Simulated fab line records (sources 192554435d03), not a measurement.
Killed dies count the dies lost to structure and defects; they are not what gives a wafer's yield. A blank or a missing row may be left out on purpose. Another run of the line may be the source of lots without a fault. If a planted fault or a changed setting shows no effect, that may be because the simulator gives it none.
Chamber matching | flow n5 finfet | N5_MOL_CONTACT_COAG_DESCUM_13 on rie diel-06: 4 sister chambers
The step chemistry O2, time 7 s. 8 wafers are shown with their chamber, then 10 later ones without.

EACH WAFER AND ITS CHAMBER
wafer  | chamber | drypump motor current A (A) | throttle valve pct (%)
L087.1 | 0       | 5.1                         | 20.78
L087.5 | 0       | 5.0                         | 20.79
L087.6 | 1       | 5.4                         | 20.12
L090.1 | 1       | 5.4                         | 20.12
L090.3 | 2       | 5.7                         | 20.17
L090.4 | 3       | 6.4                         | 20.34
L091.1 | 3       | 6.4                         | 20.33
L091.2 | 2       | 5.6                         | 20.18

WAFERS WITHOUT THEIR CHAMBER
wafer  | drypump motor current A (A) | throttle valve pct (%)
L091.6 | 5.7                         | 20.17
L092.1 | 5.0                         | 20.81
L092.2 | 5.6                         | 20.18
L092.4 | 5.4                         | 20.12
L095.1 | 5.6                         | 20.18
L095.2 | 5.4                         | 20.13
L095.6 | 6.4                         | 20.35
L097.1 | 5.4                         | 20.14
L097.2 | 5.7                         | 20.20
L097.5 | 5.4                         | 20.15

WHICH CHAMBER EACH ONE RAN IN
wafer  | from the rows above     | in truth
L091.6 | 2                       | 2
L092.1 | 0                       | 0
L092.2 | 2                       | 2
L092.4 | 1                       | 1
L095.1 | 2                       | 2
L095.2 | 1                       | 1
L095.6 | 3                       | 3
L097.1 | 1                       | 1
L097.2 | 2                       | 2
L097.5 | can't be placed: 1 or 2 | 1
Placed correctly: 9 of 10. Not placeable from these rows: 1 (in 1, the candidates include the true chamber). 0 placed wrongly.
How it was worked out, from the rows above alone: a wafer's distance from a chamber is the root of the sum, over the readings, of the square of ((its reading less the chamber's mean) divided by the reading's scatter). If the next closest chamber is less than 2 further off than the closest, the wafer can't be placed; otherwise it belongs to the closest. For every chamber, the mean is computed from those of its wafers that are shown. The scatter: take each reading less its chamber's mean, square it, sum over the shown wafers, divide by the number of wafers less the number of chambers, and take the root.
